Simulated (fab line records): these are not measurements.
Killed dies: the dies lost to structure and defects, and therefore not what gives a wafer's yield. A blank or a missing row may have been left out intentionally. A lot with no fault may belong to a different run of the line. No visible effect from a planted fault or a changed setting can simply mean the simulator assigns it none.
fab line records	flow n5-finfet
record: lots: 6	wafers: 18	last-day: 17
route steps=1938 shown PMOS_HMC_CHANNEL_EPI@58 PASSIVATION@1936
lots with no fault: from the same line, run without faults
start-h: hours from the record's opening day to when the first of the lot's shown wafers began	wait-h: how many hours have passed since the lot's step before this one	" unchanged from the row above	L1.1+2: a single row standing in for several wafers	- either no value or no given start	* or withheld: withheld	< > ~ a bound
route shown NAME@n: a module of which the file shows steps, and the number in the route of the first	usual: mean/standard deviation of fault-free wafers	same: alike in all rows	chamber/n: place in a boat	sites: each site's reading	_std_site: how widely they spread, as a standard deviation	_edge_site: the outer-site mean with the inner-site mean subtracted	radius-mm: for every site, how far away it sits from the centre of the wafer	mask NAME#n: copy n	behind: tool/chamber where the wafer was last shaped	hold: why the lot was held/for how many hours/how that ended	device: which transistor (n, p or np) failed to switch	end of line: tests run on the same wafers once the route is complete	a step with no rows: only its recipe	killed: dies that structure and defects cost at the first sort, which is not the same as the wafer's yield	map: a wafer's dies, marking killed ones x, the rest . and places with no die _
set.NAME: the setting that was run; set.NAME@STEP: the one run at that earlier step	model.NAME: the simulator's own value behind a step, which no gauge read
lots at selected steps of the route; one table per step, one row per wafer
services: the hour from which a tool's chamber was out of use, counted from the record's first day as start-h (under 0 if before that day), plus the number of hours and why
== steps ==
step: N5_PMOS_HMC_CHANNEL_EPI_COAT_31
recipe: resist: BARC	temp-c: 205	time-s: 60	spin-rpm: 1500	resist-thk-nm: 66
step: N5_PMOS_HMC_CHANNEL_EPI_COAT_03
recipe: resist: CAR-ArF-block	spin-rpm: 1500	resist-thk-nm: 205
step: N5_PMOS_HMC_CHANNEL_EPI_EBR_05
recipe: solvent: PGMEA	ebr-width-mm: 1.5
step: N5_PMOS_HMC_CHANNEL_EPI_SOFTBAKE_04
recipe: temp-c: 110	time-s: 60	resist: CAR-ArF-block
step: N5_PMOS_HMC_CHANNEL_EPI_EXPOSE_06
recipe: mask-id: PMOS_HMC_BLK	na: 1.35	source-shape: conventional	sigma-outer: 0.8	polarization: unpolarized	target-cd-nm: 240	dose-mj: 41
step: N5_PMOS_HMC_CHANNEL_EPI_PEB_07
recipe: peb-temp-c: 110	peb-time-s: 60	resist: CAR-ArF-block
step: N5_PMOS_HMC_CHANNEL_EPI_DEVELOP_08
recipe: develop-time-s: 30	developer: TMAH	resist: CAR-ArF-block	dev-temp-c: 23	rinse-liquid: diw	dry: air-spin
step: N5_PMOS_HMC_CHANNEL_EPI_CD_MEAS_09
recipe: target-cd-nm: 237.4	landing-energy-ev: 500	detector: se-inlens
usual: cd-nm: 237.8/0.93
same: landing-energy-ev: 500
lot.wafer	tool	chamber	start-h	wait-h	cd-nm
L720.1	cd-sem-02	0	23.49	-	237.1
L720.4	"	0	"	"	238.6
L720.5	"	0	"	"	237.4
L721.1	cd-sem-01	0	29.29	-	237.3
L721.3	"	0	"	"	238.1
L721.4	"	0	"	"	238.1
L730.2	cd-sem-01	0	85.92	-	237.1
L730.3	"	0	"	"	238.0
L730.6	"	0	"	"	237.5
L732.1	cd-sem-01	0	95.86	-	237.8
L732.2	"	0	"	"	238.0
L732.3	"	0	"	"	238.4
L741.4	cd-sem-03	0	149.27	-	237.5
L741.5	"	0	"	"	237.2
L741.6	"	0	"	"	237.3
L742.1	cd-sem-02	0	155.24	-	235.9
L742.2	"	0	"	"	236.1
L742.5	"	0	"	"	237.1
step: N5_PMOS_HMC_CHANNEL_EPI_OVL_MEAS_10
recipe: points-per-wafer: 44
usual: PMOS_HMC_BLK_OVL: 0.0/0.7
same: points-per-wafer: 44
lot.wafer	tool	chamber	start-h	wait-h	PMOS_HMC_BLK_OVL[nm]
L720.1	overlay-02	0	23.52	0.0	0.0
L720.4	"	0	"	"	-0.2
L720.5	"	0	"	"	0.1
L721.1	overlay-01	0	29.32	0.0	1.2
L721.3	"	0	"	"	0.0
L721.4	"	0	"	"	0.3
L730.2	overlay-02	0	85.95	0.0	0.3
L730.3	"	0	"	"	1.0
L730.6	"	0	"	"	-0.2
L732.1	overlay-02	0	95.89	0.0	-1.5
L732.2	"	0	"	"	-0.9
L732.3	"	0	"	"	-0.9
L741.4	overlay-01	0	149.30	0.0	0.6
L741.5	"	0	"	"	-0.7
L741.6	"	0	"	"	1.3
L742.1	overlay-01	0	155.27	0.0	0.2
L742.2	"	0	"	"	1.1
L742.5	"	0	"	"	-0.3
step: N5_PMOS_HMC_CHANNEL_EPI_INSPECT_11
recipe: mode: adi	inspect-instrument: macro
usual: raw-defect-count: 2.3/1.4
lot.wafer	tool	chamber	start-h	wait-h	raw-defect-count
L720.1	defect-inspect-02	-	23.54	0.0	1
L720.4	"	-	"	"	3
L720.5	"	-	"	"	1
L721.1	defect-inspect-01	-	29.34	0.0	1
L721.3	"	-	"	"	2
L721.4	"	-	"	"	1
L730.2	defect-inspect-01	-	85.97	0.0	4
L730.3	"	-	"	"	2
L730.6	"	-	"	"	1
L732.1	defect-inspect-02	-	95.91	0.0	2
L732.2	"	-	"	"	3
L732.3	"	-	"	"	5
L741.4	defect-inspect-01	-	149.32	0.0	2
L741.5	"	-	"	"	1
L741.6	"	-	"	"	1
L742.1	defect-inspect-01	-	155.29	0.0	1
L742.2	"	-	"	"	2
L742.5	"	-	"	"	2
step: N5_PMOS_HMC_CHANNEL_EPI_DESCUM_14
recipe: chemistry: O2	time-s: 7.9	source-power-w: 50	bias-power-w: 20	pressure-mtorr: 20	rf-frequency-hz: 2.712e+07	temp-c: 40	resist: CAR-ArF-block	o2-flow-sccm: 225
usual: drypump-motor-current-A: 5.73/0.26	oes-product-au: 0.77/0.074	rf-vpp-V: 242.9/1.4	showerhead-plenum-p-Torr: 2.08/0.063	throttle-valve-pct: 20.47/0.27
lot.wafer	tool	chamber	start-h	wait-h	drypump-motor-current-A	oes-product-au	rf-hours-counter-h	rf-vpp-V	showerhead-plenum-p-Torr	throttle-valve-pct
L720.1	rie-diel-06	3	23.58	0.0	5.79	0.70	246	244.1	2.15	20.90
L720.4	"	1	"	"	5.87	0.77	120	245.1	2.21	20.53
L720.5	"	3	"	"	5.77	0.70	-	244.5	2.15	20.89
L721.1	rie-diel-05	1	30.20	0.9	5.75	0.76	116	244.1	2.09	19.94
L721.3	"	3	"	"	6.09	0.69	222	242.7	1.98	20.84
L721.4	"	0	"	"	5.85	0.80	103	242.3	2.03	20.62
L730.2	rie-diel-05	2	86.01	0.0	5.58	0.88	30	244.5	2.12	20.16
L730.3	"	0	"	"	5.85	0.79	116	242.2	2.02	20.67
L730.6	"	2	"	"	5.59	0.89	-	244.0	2.12	20.17
L732.1	rie-diel-05	1	96.31	0.4	5.75	0.74	134	244.4	2.08	19.94
L732.2	"	3	"	"	6.08	0.68	242	239.4	1.97	20.87
L732.3	"	0	"	"	5.84	0.79	118	241.7	2.02	20.68
L741.4	rie-diel-06	3	149.35	0.0	5.78	0.93	29	243.4	2.14	20.67
L741.5	"	1	"	"	5.90	0.74	-	245.1	2.20	20.61
L741.6	"	2	"	"	5.53	0.71	-	242.6	2.09	20.44
L742.1	rie-diel-06	1	155.33	0.0	5.90	0.74	163	245.3	2.19	20.61
L742.2	"	0	"	"	5.82	0.74	145	243.2	2.09	20.69
L742.5	"	1	"	"	5.89	0.75	-	245.0	2.19	20.61
step: N5_PMOS_HMC_CHANNEL_EPI_ETCH_32
recipe: chemistry: N2/H2	target: BARC	stop-on: SiO2	target-depth-a: 858	over-etch-frac: 0.3	time-s: 50.3	ion-energy-ev: 200	mask-material: CAR-ArF-block	pressure-mtorr: 30	source-w: 840	bias-w: 150	n2-flow-sccm: 200	h2-flow-sccm: 200
usual: drypump-motor-current-A: 5.74/0.26	h2-flow-sccm: 199.9/0.61	oes-product-au: 0.66/0.061	rf-vpp-V: 523.5/2.2	showerhead-plenum-p-Torr: 2.53/0.077	throttle-valve-pct: 17.93/0.24
lot.wafer	tool	chamber	start-h	wait-h	drypump-motor-current-A	h2-flow-sccm	oes-product-au	rf-hours-counter-h	rf-vpp-V	showerhead-plenum-p-Torr	throttle-valve-pct
L720.1	rie-diel-06	3	23.61	0.0	5.77	199.9	0.61	246	526.0	2.61	18.31
L720.4	"	1	"	"	5.93	198.8	0.67	120	526.6	2.67	17.92
L720.5	"	3	"	"	5.80	200.3	0.61	-	524.3	2.61	18.32
L721.1	rie-diel-05	1	30.24	0.0	5.71	199.5	0.66	117	523.7	2.54	17.50
L721.3	"	3	"	"	6.12	200.6	0.59	222	520.7	2.41	18.37
L721.4	"	0	"	"	5.85	199.0	0.68	103	522.5	2.45	17.89
L730.2	rie-diel-05	2	86.04	0.0	5.62	200.7	0.77	30	525.9	2.59	17.66
L730.3	"	0	"	"	5.86	200.1	0.67	116	522.0	2.45	17.92
L730.6	"	2	"	"	5.61	199.6	0.76	-	524.8	2.59	17.66
L732.1	rie-diel-05	1	96.35	0.0	5.72	199.9	0.64	135	524.1	2.54	17.53
L732.2	"	3	"	"	6.16	200.2	0.57	242	519.7	2.40	18.41
L732.3	"	0	"	"	5.85	200.3	0.67	118	520.5	2.45	17.94
L741.4	rie-diel-06	3	149.39	0.0	5.78	199.9	0.78	29	525.4	2.60	18.02
L741.5	"	1	"	"	5.96	199.4	0.65	-	526.8	2.65	18.00
L741.6	"	2	"	"	5.53	199.2	0.60	-	523.3	2.53	17.94
L742.1	rie-diel-06	1	155.36	0.0	5.91	199.4	0.64	163	524.7	2.65	17.99
L742.2	"	0	"	"	5.85	199.4	0.63	145	524.3	2.53	18.05
L742.5	"	1	"	"	5.90	200.0	0.63	-	527.7	2.65	17.99
step: N5_PMOS_HMC_CHANNEL_EPI_HM_OPEN_15
recipe: chemistry: CHF3/O2	target: SiO2	mask-material: CAR-ArF-block	target-depth-a: 406	CHF3_flow_sccm: 50	O2_flow_sccm: 5	Ar_flow_sccm: 200	time-s: 20.3	pressure-mtorr: 30	source-w: 650	bias-w: 170	ion-energy-ev: 200
usual: drypump-motor-current-A: 5.74/0.26	oes-product-au: 0.78/0.079	rf-vpp-V: 526/9.1	showerhead-plenum-p-Torr: 2.39/0.069	throttle-valve-pct: 18.94/0.25
lot.wafer	tool	chamber	start-h	wait-h	drypump-motor-current-A	oes-product-au	rf-hours-counter-h	rf-vpp-V	showerhead-plenum-p-Torr	throttle-valve-pct	model.etch.depth-nm	model.CAR-ArF-block_of_PMOS_HMC_CHANNEL_EPI_COAT_03.thk-nm
L720.1	rie-diel-06	3	23.65	0.0	5.75	0.70	246	518	2.47	19.35	39.99	93.26
L720.4	"	1	"	"	5.92	0.78	120	533	2.52	18.94	40.15	93.85
L720.5	"	3	"	"	5.81	0.70	-	517	2.47	19.35	40.21	92.88
L721.1	rie-diel-05	1	30.28	0.0	5.73	0.77	117	542	2.41	18.47	40.6	94.18
L721.3	"	3	"	"	6.10	0.68	222	535	2.29	19.35	39.86	96.74
L721.4	"	0	"	"	5.83	0.81	103	516	2.33	19.08	41.83	87.2
L730.2	rie-diel-05	2	86.08	0.0	5.56	0.91	30	524	2.46	18.73	42.16	86.27
L730.3	"	0	"	"	5.84	1.00	116	518	2.33	19.15	58.33	68.83
L730.6	"	2	"	"	5.59	1.14	-	524	2.46	18.78	58.64	70.48
L732.1	rie-diel-05	1	96.39	0.0	5.73	0.76	135	541	2.40	18.50	40.6	92.95
L732.2	"	3	"	"	6.10	0.67	242	533	2.28	19.40	39.93	95.3
L732.3	"	0	"	"	5.85	1.00	118	517	2.33	19.13	58.53	69.39
L741.4	rie-diel-06	3	149.43	0.0	5.78	0.92	29	516	2.46	19.06	41.85	88.42
L741.5	"	1	"	"	5.91	0.74	-	534	2.51	19.00	40.09	93.77
L741.6	"	2	"	"	5.50	0.70	-	522	2.38	18.75	39.63	94.22
L742.1	rie-diel-06	1	155.40	0.0	5.93	0.73	163	533	2.51	19.01	39.47	93.76
L742.2	"	0	"	"	5.81	0.73	145	512	2.41	19.15	39.81	93.19
L742.5	"	1	"	"	5.94	0.73	-	533	2.51	18.99	39.09	93.96
step: N5_PMOS_HMC_CHANNEL_EPI_STRIP_33
recipe: chemistry: N2/H2	power-w: 500	temp-c: 40	pressure-mtorr: 50	rf-frequency-hz: 6e+07	overash-fraction: 0.3	bias-power-w: 8	h2-frac: 0.5	n2-flow-sccm: 300	h2-flow-sccm: 300
usual: drypump-motor-current-A: 5.75/0.27	h2-flow-sccm: 300.1/1	oes-product-au: 0.77/0.073	power-w: 500.0/1.4	rf-vpp-V: 54.1/2	showerhead-plenum-p-Torr: 3.34/0.097	throttle-valve-pct: 19.03/0.27
same: overash-fraction: 0.3
lot.wafer	tool	chamber	start-h	wait-h	drypump-motor-current-A	h2-flow-sccm	oes-product-au	power-w	rf-hours-counter-h	rf-vpp-V	showerhead-plenum-p-Torr	throttle-valve-pct
L720.1	rie-diel-06	3	23.71	0.0	5.82	300.6	0.69	501.4	246	51.4	3.45	19.30
L720.4	"	1	"	"	5.92	301.1	0.77	499.6	120	50.0	3.52	18.97
L720.5	"	3	"	"	5.80	299.3	0.68	499.9	-	54.9	3.45	19.33
L721.1	rie-diel-05	1	30.34	0.0	5.73	298.5	0.77	499.2	117	56.7	3.36	18.77
L721.3	"	3	"	"	6.09	299.0	0.70	501.7	222	52.0	3.19	19.52
L721.4	"	0	"	"	5.87	299.7	0.79	500.8	103	54.5	3.24	18.62
L730.2	rie-diel-05	2	86.14	0.0	5.58	299.4	0.89	499.3	30	52.7	3.42	18.75
L730.3	"	0	"	"	5.87	299.3	0.79	496.8	116	53.0	3.24	18.63
L730.6	"	2	"	"	5.59	300.5	0.88	498.6	-	52.0	3.42	18.74
L732.1	rie-diel-05	1	96.45	0.0	5.76	299.3	0.75	498.9	135	53.1	3.35	18.76
L732.2	"	3	"	"	6.14	299.3	0.68	501.5	242	52.9	3.18	19.53
L732.3	"	0	"	"	5.85	301.0	0.79	497.6	118	54.8	3.24	18.65
L741.4	rie-diel-06	3	149.49	0.0	5.78	300.6	0.92	500.0	29	54.9	3.43	19.01
L741.5	"	1	"	"	5.91	301.2	0.74	499.4	-	56.7	3.50	19.08
L741.6	"	2	"	"	5.54	299.8	0.70	498.2	-	54.6	3.35	19.08
L742.1	rie-diel-06	1	155.46	0.0	5.91	298.5	0.73	502.1	163	57.5	3.50	19.06
L742.2	"	0	"	"	5.83	299.6	0.73	498.9	145	54.7	3.34	19.17
L742.5	"	1	"	"	5.93	299.5	0.74	500.7	-	55.6	3.50	19.04
step: N5_PASSIVATION_PROBE_49
usual: killed_at_M0_to_M3: 33/9.1	killed_at_M4_up: 14/5.6	killed-at-contacts: 13/5.7	killed-at-front-end: 42/12	killed-at-other: 4/3	killed-dies: 105/16	killed-on-rim: 13/4	killed-open: 69/11	killed-short: 34/7.5
same: gross-dies: 1180	killed-at-back-side: 0
lot.wafer	tool	chamber	start-h	wait-h	killed_at_M0_to_M3	killed_at_M4_up	killed-at-contacts	killed-at-front-end	killed-at-other	killed-dies	killed-on-rim	killed-open	killed-short
L720.1	prober-02	-	263.47	0.0	25	22	18	36	4	105	19	69	34
L720.4	prober-02	-	263.62	0.2	24	13	25	34	2	98	12	62	33
L720.5	prober-02	-	263.67	0.2	34	15	9	63	12	133	21	78	53
L730.2	prober-01	-	340.78	0.1	36	20	10	82	1	149	18	100	48
L730.3	prober-01	-	340.83	0.1	27	29	10	51	4	121	16	83	33
L730.6	prober-01	-	340.98	0.3	32	9	5	68	0	114	15	63	47
killed by level:class
L720.1 MOL_CONTACT_COAG:geometric-particle:open=16 BEOL_M4:geometric-particle:open=12 FIN_SAQP:geometric-particle:open=9 BEOL_M2:geometric-particle:open=9 BEOL_M0_SAQP:geometric-particle:short=5 STARTING-WAFER:geometric-particle:short=5 BEOL_M4:geometric-particle:short=4 STI_FIN_REVEAL:geometric-particle:open=4
L720.4 MOL_CONTACT_COAG:geometric-particle:open=20 GATE_CUT:geometric-particle:open=6 FIN_SAQP:geometric-particle:short=5 GATE_CUT:geometric-particle:short=5 BEOL_M0_SAQP:geometric-particle:open=5 BEOL_M0_SAQP:geometric-particle:short=5 BEOL_M8:geometric-particle:open=5 MOL_CONTACT_COAG:geometric-particle:short=4
L720.5 FIN_SAQP:geometric-particle:open=16 FIN_SAQP:geometric-particle:short=16 BEOL_M0_SAQP:geometric-particle:short=12 MOL_CONTACT_COAG:geometric-particle:open=8 STARTING-WAFER:geometric-particle:open=8 GATE_CUT:geometric-particle:short=6 PAD_METAL:geometric-particle:open=6 BEOL_M0_SAQP:geometric-particle:open=6
L730.2 STI_FIN_REVEAL:geometric-particle:open=36 BEOL_M3:geometric-particle:open=12 BEOL_M4:geometric-particle:open=10 FIN_SAQP:geometric-particle:short=9 FIN_SAQP:geometric-particle:open=7 STI_FIN_REVEAL:geometric-particle:short=7 MOL_CONTACT_COAG:geometric-particle:open=6 BEOL_M2:geometric-particle:open=5
L730.3 BEOL_M4:geometric-particle:open=17 STI_FIN_REVEAL:geometric-particle:open=12 FIN_SAQP:geometric-particle:open=11 BEOL_M3:geometric-particle:open=9 FIN_SAQP:geometric-particle:short=8 DUMMY_GATE:geometric-particle:open=5 MOL_CONTACT_COAG:geometric-particle:open=5 STI_FIN_REVEAL:geometric-particle:short=4
L730.6 FIN_SAQP:geometric-particle:short=17 STI_FIN_REVEAL:geometric-particle:open=17 BEOL_M3:geometric-particle:open=10 FIN_SAQP:geometric-particle:open=9 BEOL_M0_SAQP:geometric-particle:short=8 GATE_CUT:geometric-particle:short=6 STI_FIN_REVEAL:geometric-particle:short=5 MOL_CONTACT_COAG:geometric-particle:open=4
== services ==
tool	chamber	start-h	hours	kind
rie-diel-06	-	16.29	2.8	pm
rie-diel-05	-	23.95	0.3	repair
rie-diel-06	3	33.66	-	clean
rie-diel-06	3	33.66	-	consumable-replace:focus-ring
rie-diel-06	3	33.66	20.0	scheduled-down
rie-diel-06	3	33.66	20.0	vent-cycle
rie-diel-05	1	55.98	6.4	repair
rie-diel-05	0	58.55	9.7	repair
rie-diel-06	2	78.81	9.3	repair
rie-diel-06	1	113.13	2.7	repair
rie-diel-05	3	126.60	-	clean
rie-diel-05	3	126.60	-	consumable-replace:focus-ring
rie-diel-05	3	126.60	-	consumable-replace:showerhead
rie-diel-05	3	126.60	13.2	scheduled-down
rie-diel-05	3	126.60	13.2	vent-cycle
rie-diel-05	2	147.57	7.4	repair
== key ==
first-sign: step: N5_PMOS_HMC_CHANNEL_EPI_HM_OPEN_15	reading: oes-product-au	direction: up	sigmas: 3.4	usual: 0.78	struck: 1.05
effect none on later readings
model-effect: step: N5_PMOS_HMC_CHANNEL_EPI_HM_OPEN_15	value: etch.depth-nm	without: 42.25	struck: 58.5
met-at N5_PMOS_HMC_CHANNEL_EPI_HM_OPEN_15
struck-wafers L730.3,L730.6,L732.3
tester-left-out L730,L732
onset-between 30.28 86.08
fault: kind: process-parameter-drift	tool: rie-diel-05	chamber: -	onset-h: 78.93	steps: N5_PMOS_HMC_CHANNEL_EPI_HM_OPEN_15	channel: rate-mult	offset: 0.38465	shape: step	end-h: 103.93	scope: struck-wafers-only
tester-left-out: of these lots the tester's yield and bins aren't shown, on N5 and GAA mostly nor the transistor test; their killed dies are dies lost to structure and defects alone, not to doping, threshold or leakage, so they don't give the yield
